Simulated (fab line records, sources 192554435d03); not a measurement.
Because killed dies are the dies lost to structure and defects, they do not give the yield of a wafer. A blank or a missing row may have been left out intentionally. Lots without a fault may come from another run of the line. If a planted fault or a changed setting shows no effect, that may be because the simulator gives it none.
Matching of chambers ; flow n5Finfet ; 4 sister chambers for N5_HKMG_FIN_ETCH_31 on rieDiel-04
The step etches SiARC in CF4, target depth 45.5 nm, time 75.8 s. 14 wafers are shown with their chamber, then 7 later ones without.

## WAFERS, EACH WITH ITS CHAMBER
wafer;chamber;drypumpMotorCurrentA (A);showerheadPlenumPTorr (Torr);throttleValvePct (%)
L077.1;2;5.7;2.19;16.17
L077.2;3;5.4;2.17;15.60
L077.6;2;5.6;2.19;16.16
L078.1;0;5.5;2.19;15.62
L078.4;2;5.6;2.19;16.18
L078.6;1;4.7;2.13;15.86
L080.1;1;4.7;2.13;15.87
L080.3;3;5.4;2.17;15.62
L080.4;0;5.5;2.19;15.61
L086.1;0;5.5;2.19;15.65
L086.3;3;5.4;2.17;15.65
L086.4;2;5.6;2.19;15.69
L088.1;0;5.5;2.18;15.67
L088.2;3;5.4;2.17;15.64

SIGNATURES (means of the wafers above)
reading;chamber 0;chamber 1;chamber 2;chamber 3;scatter within a chamber
drypumpMotorCurrentA;5.500;4.700;5.625;5.400;0.0274
showerheadPlenumPTorr;2.1875;2.1300;2.1900;2.1700;0.00274
throttleValvePct;15.6375;15.8650;16.0500;15.6275;0.133
Rule: for each reading, subtract the chamber's mean from the wafer's reading, divide by that reading's scatter and square the result; add these up over the readings and take the root, which gives the wafer's distance from the chamber. The wafer belongs to the nearest chamber; if the next one is less than 2 further off, it can't be placed. The scatter: take each reading less its chamber's mean, square it, sum over the shown wafers, divide by the number of wafers less the number of chambers, and take the root.

## WAFERS MISSING THEIR CHAMBER
wafer;drypumpMotorCurrentA (A);showerheadPlenumPTorr (Torr);throttleValvePct (%)
L088.3;4.7;2.12;15.93
L091.3;5.6;2.18;15.72
L091.4;4.7;2.12;15.92
L091.6;5.7;2.18;15.72
L095.2;5.7;2.18;15.73
L095.3;4.7;2.12;15.94
L095.6;5.5;2.18;15.69

## EACH ONE'S CHAMBER
wafer;from the rows above;in truth
L088.3;1;1
L091.3;can't be placed: 2 or 0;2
L091.4;1;1
L091.6;2;2
L095.2;2;2
L095.3;1;1
L095.6;0;0
6 of 7 placed correctly. Cannot be placed on the basis of these rows: 1; the candidates contain the true chamber in 1. Wrongly placed: 0.
